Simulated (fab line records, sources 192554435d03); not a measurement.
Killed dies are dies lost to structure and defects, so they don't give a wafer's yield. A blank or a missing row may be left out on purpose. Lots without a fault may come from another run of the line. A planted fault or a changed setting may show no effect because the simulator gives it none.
Problem report in the 8D (eight disciplines) form, filled by code | flow n5_finfet | the parts of the form that need people (team, actions taken, sign-off) are left out

1. THE PROBLEM
run_length_s at N5_BEOL_M7_ETCH_66 reads a mean of 112.5 s on 3 wafers of 3 lots; wafers without a fault read 143.2 s with a standard deviation of 0.32. That is -96 standard deviations from the usual mean.
The step: etches SOC in N2/H2, target depth 80 nm, overetch 16 nm, time 120 s.
First seen on wafer L408.5, day 14 20:06, on rie_diel-05. The record holds 18 wafers of 7 lots with a number at this step. Rule for "out", or "out of limits": more than 4 standard deviations from the usual mean. The other wafers with a number count as sound.

2. WHAT IT IS AND WHAT IT IS NOT
question                    | is                     | is not
which readings at this step | run_length_s           | drypump_motor_current_A, rf_vpp_V, showerhead_plenum_p_Torr, throttle_valve_pct
which lots                  | L406, L408, L411       | L397, L400, L413, L414
which wafers of those lots  | L406.1, L408.5, L411.1 | L406.2, L408.2, L411.2
read on which tools         | rie_diel-05            | rie_diel-02
when                        | from day 14 20:06      | up to then (7 sound wafers); but 8 sound wafers of L406, L411, L413, L414 came after

3. SUSPECTS, AND WHAT RULES EACH OUT
Counting: a tool at a process step up to the reading stays a suspect if it ran every lot that is out. Sound lots after the first of them don't rule it out here, since some wafers of a struck lot are sound.
- rie_diel-05 at N5_BEOL_M7_DESCUM_33 (chemistry O2, time 7 s): kept. It ran every lot that is out, first L408 (day 14 20:01); its last sound lot up to then is L397 (day 11 21:55).
- rie_diel-05 at N5_BEOL_M7_ETCH_72 (etches underlayer in N2/H2, target depth 6.5 nm, time 5.2 s): kept. It ran every lot that is out, first L408 (day 14 20:04); its last sound lot up to then is L397 (day 11 21:58).
- rie_diel-05 at N5_BEOL_M7_ETCH_65 (etches SiARC in CF4, target depth 15.6 nm, time 26 s): kept. It ran every lot that is out, first L408 (day 14 20:04); its last sound lot up to then is L397 (day 11 21:58).
- rie_diel-05 at N5_BEOL_M7_ETCH_66 (etches SOC in N2/H2, target depth 80 nm, overetch 16 nm, time 120 s): kept. It ran every lot that is out, first L408 (day 14 20:06); its last sound lot up to then is L397 (day 11 22:00). Its own readings are out on those wafers: run_length_s.
Left after counting: rie_diel-05 at N5_BEOL_M7_DESCUM_33, rie_diel-05 at N5_BEOL_M7_ETCH_72, rie_diel-05 at N5_BEOL_M7_ETCH_65, rie_diel-05 at N5_BEOL_M7_ETCH_66.

4. THE CAUSE (what the simulator had put in)
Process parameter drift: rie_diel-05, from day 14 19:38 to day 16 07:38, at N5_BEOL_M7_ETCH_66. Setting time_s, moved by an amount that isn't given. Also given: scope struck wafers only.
Counting left 4 suspects, and this tool is among them.

5. THE CHAIN OF EFFECTS, in route order
Each row: a reading whose mean over the struck wafers that have a number lies more than 3 standard deviations from the usual. Only readings for which the record gives a usual standard deviation are gone through. hours: the time from each lot's start at the first step in this table that gives one to its start at this step, as a median over the lots. sigmas: the change in usual standard deviations.
hours | step               | reading      | usual   | on struck wafers | change | sigmas
0     | N5_BEOL_M7_ETCH_66 | run_length_s | 143.2 s | 112.5            | -30.7  | -96
The process steps in it:
- N5_BEOL_M7_ETCH_66: etches SOC in N2/H2, target depth 80 nm, overetch 16 nm, time 120 s.

6. WHAT WOULD HAVE CAUGHT IT SOONER
In this record the first reading out of limits was taken at day 14 20:06, 0 hours after the fault began at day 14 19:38.
